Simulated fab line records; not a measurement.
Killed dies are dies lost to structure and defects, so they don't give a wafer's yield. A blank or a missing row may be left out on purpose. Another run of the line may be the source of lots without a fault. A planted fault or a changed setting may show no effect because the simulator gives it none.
Matching of chambers ; flow nand_harc ; NHARC_A_STAIRCASE_TRIM_220 on rie_diel-10 has 4 sister chambers
The step chemistry O2, time 211.2 s. 4 wafers are shown with their chamber, then 8 later ones without.

## WAFERS, EACH WITH ITS CHAMBER
wafer;chamber;showerhead_plenum_p_Torr (Torr)
L082.1;1;3.57
L082.5;0;3.49
L083.1;2;3.78
L086.1;3;3.77

## WAFERS WITH NO CHAMBER GIVEN
wafer;showerhead_plenum_p_Torr (Torr)
L086.3;3.56
L086.6;3.77
L092.1;3.77
L092.3;3.48
L092.4;3.77
L096.2;3.76
L096.5;3.77
L096.6;3.76

## WHICH CHAMBER EACH WENT THROUGH
wafer;from the rows above;in truth
L086.3;1;1
L086.6;can't be placed: 3 or 2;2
L092.1;can't be placed: 3 or 2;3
L092.3;0;0
L092.4;can't be placed: 3 or 2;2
L096.2;can't be placed: 3 or 2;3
L096.5;can't be placed: 3 or 2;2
L096.6;can't be placed: 3 or 2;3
Placed correctly: 2 of 8. Unplaceable from these rows: 6, with the true chamber sitting among the candidates in 6. Number placed wrongly: 0.
How it was worked out, from the rows above alone: a wafer's distance from a chamber is the root of the sum, over the readings, of the square of ((its reading less the chamber's mean) divided by the reading's scatter). The wafer belongs to the nearest chamber; if the next one is less than 2 further off, it can't be placed. The mean given for a chamber averages the wafers shown for that chamber. The scatter: with one shown wafer a chamber, the root of the mean of the squares of how far each hidden wafer lies from its nearest shown one.
